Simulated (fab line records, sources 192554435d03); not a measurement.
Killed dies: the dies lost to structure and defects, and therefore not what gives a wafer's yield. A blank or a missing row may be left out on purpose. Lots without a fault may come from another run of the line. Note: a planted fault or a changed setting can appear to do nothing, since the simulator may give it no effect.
Split-lot experiment	flow n5-finfet	39 wafers read across 7 lots, on a route 1938 steps long

THE SPLIT ITSELF
At N5_DUMMY_GATE_ETCH_32 (etches SiO2 in CF4, target depth 3.5 nm, time 3.9 s), the setting time-s was moved away from the recipe's 3.9 s on 15 of the 39 wafers read, by -23.2% to +16.9%. For the rest of the wafers, this setting stayed at what the recipe calls for.

Reading taken at the split's own step.

THE READING
etch.depth-nm (the simulator's own value, which no gauge read), in nm, at N5_DUMMY_GATE_ETCH_32 (etches SiO2 in CF4, target depth 3.5 nm, time 3.9 s). The file gives no usual value for it. The 24 wafers here that ran the recipe average 3.510 nm, standard deviation 0.11 nm.

wafer	tool, chamber at the split	time-s as run, s	against the recipe	etch.depth-nm, nm	against lot-mates on the recipe
L074.3	rie-si-05, 3	3.9	recipe	3.458	-
L074.5	rie-si-05, 3	3.9	recipe	3.435	-
L074.6	rie-si-05, 0	3.9	recipe	3.638	-
L078.1	rie-si-05, 3	4.558	+16.9%	4.08	+0.570
L078.2	rie-si-05, 0	4.558	+16.9%	4.312	+0.802
L078.3	rie-si-05, 1	3.9	recipe	3.373	-
L078.4	rie-si-05, 2	3.9	recipe	3.658	-
L078.5	rie-si-05, 2	4.558	+16.9%	4.274	+0.764
L078.6	rie-si-05, 3	3.9	recipe	3.499	-
L080.1	rie-si-06, 1	2.997	-23.2%	2.716	-0.743
L080.2	rie-si-06, 2	3.9	recipe	3.427	-
L080.3	rie-si-06, 0	2.997	-23.2%	2.857	-0.602
L080.4	rie-si-06, 3	3.9	recipe	3.452	-
L080.5	rie-si-06, 0	2.997	-23.2%	2.872	-0.587
L080.6	rie-si-06, 1	3.9	recipe	3.497	-
L081.1	rie-si-06, 0	3.9	recipe	3.706	-
L081.2	rie-si-06, 2	3.9	recipe	3.442	-
L081.3	rie-si-06, 3	4.496	+15.3%	3.949	+0.425
L081.4	rie-si-06, 1	4.496	+15.3%	4.045	+0.521
L081.5	rie-si-06, 1	4.496	+15.3%	4.027	+0.503
L081.6	rie-si-06, 2	3.9	recipe	3.424	-
L083.1	rie-si-03, 2	3.9	recipe	3.681	-
L083.2	rie-si-03, 3	3.128	-19.8%	2.815	-0.857
L083.3	rie-si-03, 0	3.9	recipe	3.619	-
L083.4	rie-si-03, 1	3.9	recipe	3.716	-
L083.5	rie-si-03, 2	3.128	-19.8%	2.944	-0.728
L083.6	rie-si-03, 3	3.128	-19.8%	2.776	-0.896
L086.1	rie-si-05, 3	3.9	recipe	3.482	-
L086.2	rie-si-05, 0	3.63	-6.9%	3.407	-0.056
L086.3	rie-si-05, 1	3.9	recipe	3.401	-
L086.4	rie-si-05, 2	3.63	-6.9%	3.421	-0.042
L086.5	rie-si-05, 2	3.63	-6.9%	3.421	-0.042
L086.6	rie-si-05, 3	3.9	recipe	3.505	-
L095.1	rie-si-06, 0	3.9	recipe	3.687	-
L095.2	rie-si-06, 3	3.9	recipe	3.442	-
L095.3	rie-si-06, 1	3.9	recipe	3.446	-
L095.4	rie-si-06, 2	3.9	recipe	3.387	-
L095.5	rie-si-06, 2	3.9	recipe	3.429	-
L095.6	rie-si-06, 3	3.9	recipe	3.428	-

THE FIT
A straight line over all 39 wafers: etch.depth-nm changes by +0.0335 nm for each +1% of time-s; r = +0.96; the points scatter about the line by 0.11 nm.
The same after taking each lot's own level away (the mean of its wafers on the recipe; 39 wafers): +0.0344 nm for each +1%; r = +0.95; scatter 0.12 nm.
The reading moves by 0.8 nm for the largest change in time-s, on that fit.
Across the lots, their own levels run from 3.4587 to 3.6720 nm, a range of 1.9 times the standard deviation given above.
Consequently the slope shifts little with the lot-to-lot level, the two slopes agreeing.
Check: -0.779 nm against its lot-mates is what the line predicts for one of the wafers moved furthest among these (-23.2%) when that wafer is left out of the fit. Against them it came out at -0.743 nm.

THE OTHER SPLITS THESE WAFERS WENT THROUGH
These wafers also went through other splits before the reading. Each is held against what the fit with the lots' levels taken away leaves over:
other split on the same wafers	wafers away from the commonest value	r with etch.depth-nm (lot level and that fit taken away)
N5_FIN_SAQP_HM_DEP_72 time-s	12	-0.26
N5_FIN_SAQP_SPACER1_ALD_24 temp-c	12	+0.19

THE FILE'S OWN FIT
etch.depth-nm changes by +0.0341 nm for each +1% of time-s, r = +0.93.
